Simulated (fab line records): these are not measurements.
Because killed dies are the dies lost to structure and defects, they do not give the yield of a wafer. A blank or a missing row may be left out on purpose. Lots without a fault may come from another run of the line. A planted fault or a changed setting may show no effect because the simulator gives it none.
Problem report, 8D (eight disciplines) form, completed by code :: flow n5Finfet :: the parts of the form that need people (team, actions taken, sign-off) are left out

## 1. WHAT WENT WRONG
Mean of cathodeDcPowerW at N5_BEOL_M14_SPUTTER_45: 28345 W across 3 wafers in 2 lots; on wafers with no fault it is 26001 W (standard deviation 4.5). So: +99 or more standard deviations from the usual mean.
The step: material Cu, target thk 100 nm, time 16.67 s.
Earliest sighting: wafer L978.4 on pvdSputter-03 at day 15 07:14. At this step, 18 wafers from 6 lots have a number in the record. By rule, "out" or "out of limits" means more than 4 standard deviations away from the usual mean. All remaining wafers that have a number are taken as sound.

## 2. WHAT THIS IS AND IS NOT
question: which readings at this step
is: cathodeDcPowerW
is not: chuckGasFlowSccm, chuckSensorTempC, throttleValvePct

question: which lots
is: L978, L979
is not: L969, L970, L984, L987

question: which wafers of those lots
is: L978.4, L978.5, L979.3
is not: L978.3, L979.2, L979.4

question: read on which tools
is: pvdSputter-03
is not: pvdSputter-02

question: when
is: from day 15 07:14
is not: up to then (7 sound wafers); but 8 sound wafers of L979, L984, L987 came after

## 3. WHAT RULES OUT EACH SUSPECT
Counting: if a tool at a process step up to the reading ran every lot that is out, it stays a suspect. Sound lots after the first of them don't rule it out here, since some wafers of a struck lot are sound.
- rieDiel-03 at N5_BEOL_M14_STRIP_37 (strips in O2): kept. It ran every lot that is out, first L978 (day 15 06:24).
- rieDiel-03 at N5_BEOL_M14_ETCH_38 (etches SiCN in CF4/N2, target depth 106.5 nm, time 120.6 s): kept. It ran every lot that is out, first L978 (day 15 07:02). With no start given for some of its lots, N5_BEOL_M14_ETCH_38 uses the hours and lot order of N5_BEOL_M14_PRE_CLEAN_42.
- pvdSputter-03 at N5_BEOL_M14_PRE_CLEAN_42 (time 30 s): kept. Ran every lot that is out, first one L978 (day 15 07:02); last sound lot up to then L970 (day 12 21:17).
- pvdSputter-03 at N5_BEOL_M14_SPUTTER_44 (material Ta, target thk 15 nm, time 24.19 s): kept. Ran every lot that is out, first one L978 (day 15 07:10); last sound lot up to then L970 (day 12 21:25).
- pvdSputter-03 at N5_BEOL_M14_SPUTTER_45 (material Cu, target thk 100 nm, time 16.67 s): kept. Ran every lot that is out, first one L978 (day 15 07:14); last sound lot up to then L970 (day 12 21:29). Out on those wafers are its own readings of cathodeDcPowerW.
Left after counting: rieDiel-03 at N5_BEOL_M14_STRIP_37, rieDiel-03 at N5_BEOL_M14_ETCH_38, pvdSputter-03 at N5_BEOL_M14_PRE_CLEAN_42, pvdSputter-03 at N5_BEOL_M14_SPUTTER_44, pvdSputter-03 at N5_BEOL_M14_SPUTTER_45.

## 4. THE CAUSE (what the simulator had put in)
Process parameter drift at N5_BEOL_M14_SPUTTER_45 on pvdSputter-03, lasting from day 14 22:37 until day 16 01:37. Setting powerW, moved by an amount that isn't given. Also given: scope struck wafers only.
Counting leaves 5 suspects; this tool is one of them.

## 5. THE EFFECT CHAIN, in route order
Each row: a reading whose mean over the struck wafers that have a number lies more than 3 standard deviations from the usual. Readings are gone through only where the record gives a usual standard deviation; hours: the median, over the lots, of the time from a lot's start at the first step in this table giving one to that lot's start at this step; sigmas: the change measured in usual standard deviations.
hours: 0
step: N5_BEOL_M14_SPUTTER_45
reading: cathodeDcPowerW
usual: 26001 W
on struck wafers: 28345
change: +2344
sigmas: +99 or more
Process steps it contains:
- N5_BEOL_M14_SPUTTER_45: material Cu, target thk 100 nm, time 16.67 s.

## 6. WHAT WOULD HAVE CAUGHT IT SOONER
9 hours passed between the start of the fault at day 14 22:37 and the first reading out of limits in this record, taken at day 15 07:14.
